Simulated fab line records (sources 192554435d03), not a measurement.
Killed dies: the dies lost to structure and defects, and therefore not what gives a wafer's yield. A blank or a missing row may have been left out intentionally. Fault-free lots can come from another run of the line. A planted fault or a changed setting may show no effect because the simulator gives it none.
A struck lot beside a sound one | flow n5-finfet | 17 out of 1938 route steps
Sound: the wafers L678.2, L678.4, L678.5. Wafers L684.2, L684.4, L684.5 were the ones struck. Last of all comes the cause.
For every step that has rows: the tool of each side, followed by ch and its chambers, followed by its first start. Under that, the readings that differ: sound wafers | struck wafers | difference of the means | sigmas: that difference in standard deviations of wafers without a fault.
alike: a reading whose means differ by less than 2 such deviations, as well as words and numbers matching on both sides. not compared: withheld readings; readings where some wafer has no value; bounds like >300 that might hide an equal value; numbers whose values overlap and for which the record gives no deviation.
The two part at a step that has a row with sigmas, a row that says differs or no value, or rows on one side only. Numbers that don't overlap but have no deviation are shown without sigmas and don't part them. A reading missing from all wafers of one side parts the sides only when that side holds two or more wafers.

first, 8 steps without rows for these wafers: N5_SDB_COAT_03 (time 60 s, resist thk 100 nm); N5_SDB_COAT_04 (time 60 s, resist thk 18 nm); N5_SDB_COAT_05 (resist thk 90 nm); N5_SDB_EBR_07; N5_SDB_SOFTBAKE_06 (time 60 s); N5_SDB_EXPOSE_08 (exposes mask SDB); N5_SDB_PEB_09 (peb time 60 s); N5_SDB_DEVELOP_10 (develop time 30 s).
N5_SDB_CD_MEAS_11 targets a cd of 50 nm.
  sound on cd-sem-02 ch 0, day 5 01:17; struck on cd-sem-01 ch 0, day 6 12:53
  alike: cd-nm
N5_SDB_OVL_MEAS_12:
  sound on overlay-02 ch 0, day 5 01:20; struck on overlay-01 ch 0, day 6 12:55
  alike: SDB_OVL
N5_SDB_INSPECT_13: inspects for defects (brightfield).
  struck on defect-inspect-02, day 6 12:56; sound on defect-inspect-02, day 5 01:21
  alike: raw-defect-count
N5_SDB_DESCUM_16: chemistry O2, time 7.9 s.
  sound on rie-diel-05 ch 0,2, day 5 01:23; struck on rie-diel-02 ch 0,1, day 6 12:58
  alike: bias-power-w, drypump-motor-current-A, oes-product-au, rf-vpp-V, showerhead-plenum-p-Torr, throttle-valve-pct
  not compared: rf-hours-counter-h
N5_SDB_ETCH_17: etches SiARC in CF4, target depth 23.4 nm, time 39 s.
  sound on rie-diel-05 ch 0,2, day 5 01:25; struck on rie-diel-02 ch 0,1, day 6 13:01
  no value came back on the struck wafers for any of 8 readings (bias-w (W), cf4-flow-sccm (sccm) and others); on the sound wafers bias-w (W) reads 36.01 36.07 36.01
  reading                                  | sound          | struck         | difference | sigmas
  model.CAR-ArF_of_SDB_COAT_05.thk-nm (nm) | 66.6 66.6 66.6 | 83.4 83.4 83.2 | +16.7      |
  not compared: rf-hours-counter-h
N5_SDB_ETCH_18: etches SOC in N2/H2, target depth 100 nm, overetch 20 nm, time 150 s.
  sound on rie-diel-05 ch 0,2, day 5 01:28; struck on rie-diel-02 ch 0,1, day 6 13:02
  reading                     | sound          | struck         | difference | sigmas
  drypump-motor-current-A (A) | 6.3 5.5 6.2    | 5.2 5.0 5.2    | -0.9       | -2
  oes-product-au (a.u.)       | 0.66 0.64 0.67 | 0.27 0.27 0.27 | -0.39      | -5
  alike: bias-w, chamber-pressure-mTorr, rf-vpp-V, showerhead-plenum-p-Torr, throttle-valve-pct
  not compared: rf-hours-counter-h
then, 1 step without rows for these wafers: N5_SDB_STRIP_19 (strips in N2/H2).
N5_BEOL_M4_RC_MEAS_101:
  the record has rows for the sound wafers here (prober-01 ch 0, day 10 22:37) and none for the struck ones
-- here the record skips 10 days between the struck wafers' starts before and after, leaving off in module BEOL_M4 and picking up in module PASSIVATION (first step shown: number 1936 of the route) --
N5_PASSIVATION_PROBE_49:
  only the struck wafers here have rows in the record (prober-02, day 16 19:26); the sound ones have none

## WHERE THEY PART
Last at N5_PASSIVATION_PROBE_49 as far as this record goes, first at N5_SDB_ETCH_17.

WHY: whatever the simulator had introduced
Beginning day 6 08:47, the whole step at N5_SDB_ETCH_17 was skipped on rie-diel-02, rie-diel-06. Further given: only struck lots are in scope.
